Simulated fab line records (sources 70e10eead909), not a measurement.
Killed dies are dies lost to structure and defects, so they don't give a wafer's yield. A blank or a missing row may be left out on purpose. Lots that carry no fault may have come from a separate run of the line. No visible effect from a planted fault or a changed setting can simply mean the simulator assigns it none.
Chamber matching -- flow nandHarc -- rieDiel-07 running NHARC_P_M1_ETCH_35: 4 sister chambers
The step etches the open film in N2/H2, target depth 40 nm, overetch 12 nm, time 43.94 s. 18 wafers are shown with their chamber, then 8 later ones without.

## EACH WAFER AND ITS CHAMBER
wafer,chamber,showerheadPlenumPTorr (Torr),drypumpMotorCurrentA (A),rfVppV (V)
L307.2,1,1.91,5.1,427.0
L307.3,2,1.89,5.1,425.0
L307.4,0,1.99,5.7,428.1
L308.1,3,1.94,5.0,428.3
L308.3,2,1.89,5.1,426.3
L308.4,0,1.99,5.7,427.9
L311.6,3,1.94,5.1,427.9
L313.6,3,1.94,5.0,427.6
L320.1,1,1.91,5.1,426.6
L320.2,0,1.98,5.7,427.3
L320.3,3,1.94,5.1,430.3
L322.1,3,1.94,5.1,427.3
L322.2,1,1.91,5.1,427.7
L322.5,2,1.89,5.1,426.8
L324.1,1,1.91,5.2,428.1
L324.3,0,1.98,5.7,428.1
L324.6,3,1.94,5.0,428.8
L325.3,1,1.91,5.2,427.7

SIGNATURES (means of the wafers above)
reading,chamber 0,chamber 1,chamber 2,chamber 3,scatter within a chamber
showerheadPlenumPTorr,1.9850,1.9100,1.8900,1.9400,0.00267
drypumpMotorCurrentA,5.700,5.140,5.100,5.050,0.0439
rfVppV,427.850,427.420,426.033,428.367,0.824
Rule: for a wafer and a chamber, the distance is found by dividing, reading by reading, the gap between the wafer's reading and the chamber's mean by the reading's scatter, squaring, summing and taking the root. The wafer belongs to the nearest chamber; if the next one is less than 2 further off, it can't be placed. The scatter: take each reading less its chamber's mean, square it, sum over the shown wafers, divide by the number of wafers less the number of chambers, and take the root.

## WAFERS MISSING THEIR CHAMBER
wafer,showerheadPlenumPTorr (Torr),drypumpMotorCurrentA (A),rfVppV (V)
L325.4,1.98,5.7,428.4
L325.5,1.94,5.0,427.0
L326.1,1.91,5.2,427.2
L326.5,1.98,5.7,428.6
L326.6,1.94,5.0,427.4
L329.1,1.89,5.1,426.6
L329.4,1.91,5.2,427.5
L329.5,1.89,5.1,428.4

## EACH ONE'S CHAMBER
wafer,from the rows above,in truth
L325.4,0,0
L325.5,3,3
L326.1,1,1
L326.5,0,0
L326.6,3,3
L329.1,2,2
L329.4,1,1
L329.5,2,2
Correct placement for 8 of the 8. Can't be placed from these rows: 0. 0 placed wrongly.
